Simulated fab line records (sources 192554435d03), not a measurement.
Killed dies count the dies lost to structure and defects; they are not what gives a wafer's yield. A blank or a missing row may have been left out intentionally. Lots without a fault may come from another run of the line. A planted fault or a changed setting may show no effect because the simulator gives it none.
Split-lot study :: flow n5-finfet :: route with 1938 steps; 7 lots, 21 wafers read

THE SPLIT ITSELF
At N5_BEOL_M8_DESCUM_33 (chemistry O2, time 7 s), the setting time-s was moved away from the recipe's 7 s on 7 of the 21 wafers read, by -16.0% to +17.3%. All remaining wafers had this setting at the recipe value.

BETWEEN THE SPLIT AND THE READING: the file shows 1 step in between
- N5_BEOL_M8_ETCH_72: etches underlayer in N2/H2, target depth 6.5 nm, time 5.2 s (also split here: h2-flow-sccm)

THE READING
CAR-EUV_of_BEOL_M8_COAT_22.thk-nm (the simulator's own value, which no gauge read), in nm, at N5_BEOL_M8_ETCH_65 (etches SiARC in CF4, target depth 15.6 nm, time 26 s). No usual value for it is given in the file. Here, 14 wafers ran the recipe; their average is 11.1 nm with a standard deviation of 0.09 nm.

wafer: L075.1
tool, chamber at the split: rie-diel-05, 2
time-s as run, s: 7
against the recipe: recipe
CAR-EUV_of_BEOL_M8_COAT_22.thk-nm, nm: 11.2
against lot-mates on the recipe: -

wafer: L075.2
tool, chamber at the split: rie-diel-05, 0
time-s as run, s: 5.879
against the recipe: -16.0%
CAR-EUV_of_BEOL_M8_COAT_22.thk-nm, nm: 11.8
against lot-mates on the recipe: +0.6

wafer: L075.3
tool, chamber at the split: rie-diel-05, 1
time-s as run, s: 5.879
against the recipe: -16.0%
CAR-EUV_of_BEOL_M8_COAT_22.thk-nm, nm: 11.8
against lot-mates on the recipe: +0.6

wafer: L079.1
tool, chamber at the split: rie-diel-03, 0,3
time-s as run, s: 7.618
against the recipe: +8.8%
CAR-EUV_of_BEOL_M8_COAT_22.thk-nm, nm: 10.8
against lot-mates on the recipe: -0.4

wafer: L079.5
tool, chamber at the split: rie-diel-03, 0,3
time-s as run, s: 7.618
against the recipe: +8.8%
CAR-EUV_of_BEOL_M8_COAT_22.thk-nm, nm: 10.8
against lot-mates on the recipe: -0.4

wafer: L079.2
tool, chamber at the split: rie-diel-03, 3
time-s as run, s: 7
against the recipe: recipe
CAR-EUV_of_BEOL_M8_COAT_22.thk-nm, nm: 11.2
against lot-mates on the recipe: -

wafer: L081.3
tool, chamber at the split: rie-diel-05, 0
time-s as run, s: 7
against the recipe: recipe
CAR-EUV_of_BEOL_M8_COAT_22.thk-nm, nm: 11.2
against lot-mates on the recipe: -

wafer: L081.5
tool, chamber at the split: rie-diel-05, 2,1
time-s as run, s: 8.213
against the recipe: +17.3%
CAR-EUV_of_BEOL_M8_COAT_22.thk-nm, nm: 10.6
against lot-mates on the recipe: -0.6

wafer: L081.6
tool, chamber at the split: rie-diel-05, 2,1
time-s as run, s: 8.213
against the recipe: +17.3%
CAR-EUV_of_BEOL_M8_COAT_22.thk-nm, nm: 10.4
against lot-mates on the recipe: -0.8

wafer: L086.2
tool, chamber at the split: rie-diel-04, 2
time-s as run, s: 7
against the recipe: recipe
CAR-EUV_of_BEOL_M8_COAT_22.thk-nm, nm: 11.2
against lot-mates on the recipe: -

wafer: L086.4
tool, chamber at the split: rie-diel-04, 0,2
time-s as run, s: 7
against the recipe: recipe
CAR-EUV_of_BEOL_M8_COAT_22.thk-nm, nm: 11.2
against lot-mates on the recipe: -

wafer: L086.6
tool, chamber at the split: rie-diel-04, 0,2
time-s as run, s: 7
against the recipe: recipe
CAR-EUV_of_BEOL_M8_COAT_22.thk-nm, nm: 11
against lot-mates on the recipe: -

wafer: L091.3
tool, chamber at the split: rie-diel-04, 3,0,2
time-s as run, s: 7
against the recipe: recipe
CAR-EUV_of_BEOL_M8_COAT_22.thk-nm, nm: 11.2
against lot-mates on the recipe: -

wafer: L091.4
tool, chamber at the split: rie-diel-04, 3,0,2
time-s as run, s: 7
against the recipe: recipe
CAR-EUV_of_BEOL_M8_COAT_22.thk-nm, nm: 11.2
against lot-mates on the recipe: -

wafer: L091.6
tool, chamber at the split: rie-diel-04, 3,0,2
time-s as run, s: 7
against the recipe: recipe
CAR-EUV_of_BEOL_M8_COAT_22.thk-nm, nm: 11.2
against lot-mates on the recipe: -

wafer: L090.4
tool, chamber at the split: rie-diel-04, 0
time-s as run, s: 7.794
against the recipe: +11.3%
CAR-EUV_of_BEOL_M8_COAT_22.thk-nm, nm: 10.6
against lot-mates on the recipe: -0.4

wafer: L090.5
tool, chamber at the split: rie-diel-04, 1,0
time-s as run, s: 7
against the recipe: recipe
CAR-EUV_of_BEOL_M8_COAT_22.thk-nm, nm: 11
against lot-mates on the recipe: -

wafer: L090.6
tool, chamber at the split: rie-diel-04, 1,0
time-s as run, s: 7
against the recipe: recipe
CAR-EUV_of_BEOL_M8_COAT_22.thk-nm, nm: 11
against lot-mates on the recipe: -

wafer: L097.1
tool, chamber at the split: rie-diel-03, 2
time-s as run, s: 7
against the recipe: recipe
CAR-EUV_of_BEOL_M8_COAT_22.thk-nm, nm: 11
against lot-mates on the recipe: -

wafer: L097.2
tool, chamber at the split: rie-diel-03, 1
time-s as run, s: 7
against the recipe: recipe
CAR-EUV_of_BEOL_M8_COAT_22.thk-nm, nm: 11.2
against lot-mates on the recipe: -

wafer: L097.4
tool, chamber at the split: rie-diel-03, 1
time-s as run, s: 7
against the recipe: recipe
CAR-EUV_of_BEOL_M8_COAT_22.thk-nm, nm: 11.2
against lot-mates on the recipe: -
The file does not say which wafer passed through which chamber wherever a row lists several chambers: such a row stands for several wafers.

FIT RESULTS
A straight line over all 21 wafers: CAR-EUV_of_BEOL_M8_COAT_22.thk-nm changes by -0.0398 nm for each +1% of time-s; r = -0.97; the points scatter about the line by 0.088 nm.
The same after taking each lot's own level away (the mean of its wafers on the recipe; 21 wafers): -0.0392 nm for each +1%; r = -0.98; scatter 0.066 nm.
That fit puts the effect of the largest move of time-s on the reading at 0.68 nm.
The lots' own levels span 11.00 to 11.20 nm, that is 2.2 times the standard deviation above.
The two slopes agree, so the slope changes little with the lot-to-lot level.
Check: -0.714 nm against its lot-mates is what the line predicts for one of the wafers moved furthest among these (+17.3%) when that wafer is left out of the fit. It came out at -0.6 nm against them.

THESE WAFERS: OTHER SPLITS
Other splits were also applied to these wafers ahead of the reading. Each is held against what the fit with the lots' levels taken away leaves over:
other split on the same wafers: N5_BEOL_M6_ETCH_66 bias-w
wafers away from the commonest value: 9
r with CAR-EUV_of_BEOL_M8_COAT_22.thk-nm (lot level and that fit taken away): -0.20

other split on the same wafers: N5_BEOL_M6_TRENCH_ETCH_37 bias-w
wafers away from the commonest value: 8
r with CAR-EUV_of_BEOL_M8_COAT_22.thk-nm (lot level and that fit taken away): -0.21

other split on the same wafers: N5_BEOL_M7_EXPOSE_25 dose-mj
wafers away from the commonest value: 4
r with CAR-EUV_of_BEOL_M8_COAT_22.thk-nm (lot level and that fit taken away): +0.11

other split on the same wafers: N5_BEOL_M8_ETCH_72 h2-flow-sccm
wafers away from the commonest value: 10
r with CAR-EUV_of_BEOL_M8_COAT_22.thk-nm (lot level and that fit taken away): +0.00

THE WHOLE CHAIN: every reading that the file lists as answering this split, in the file's order
step: N5_BEOL_M8_DESCUM_33
what it does: chemistry O2, time 7 s
reading: CAR-EUV_of_BEOL_M8_COAT_22.thk-nm (the simulator's own value, which no gauge read)
change (the file's fit): -0.0369 nm for each +1% of the setting
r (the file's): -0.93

step: N5_BEOL_M8_ETCH_65
what it does: etches SiARC in CF4, target depth 15.6 nm, time 26 s
reading: CAR-EUV_of_BEOL_M8_COAT_22.thk-nm (the simulator's own value, which no gauge read)
change (the file's fit): -0.039 nm for each +1% of the setting
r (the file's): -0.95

FILE'S OWN FIT
CAR-EUV_of_BEOL_M8_COAT_22.thk-nm changes by -0.039 nm for each +1% of time-s, r = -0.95.
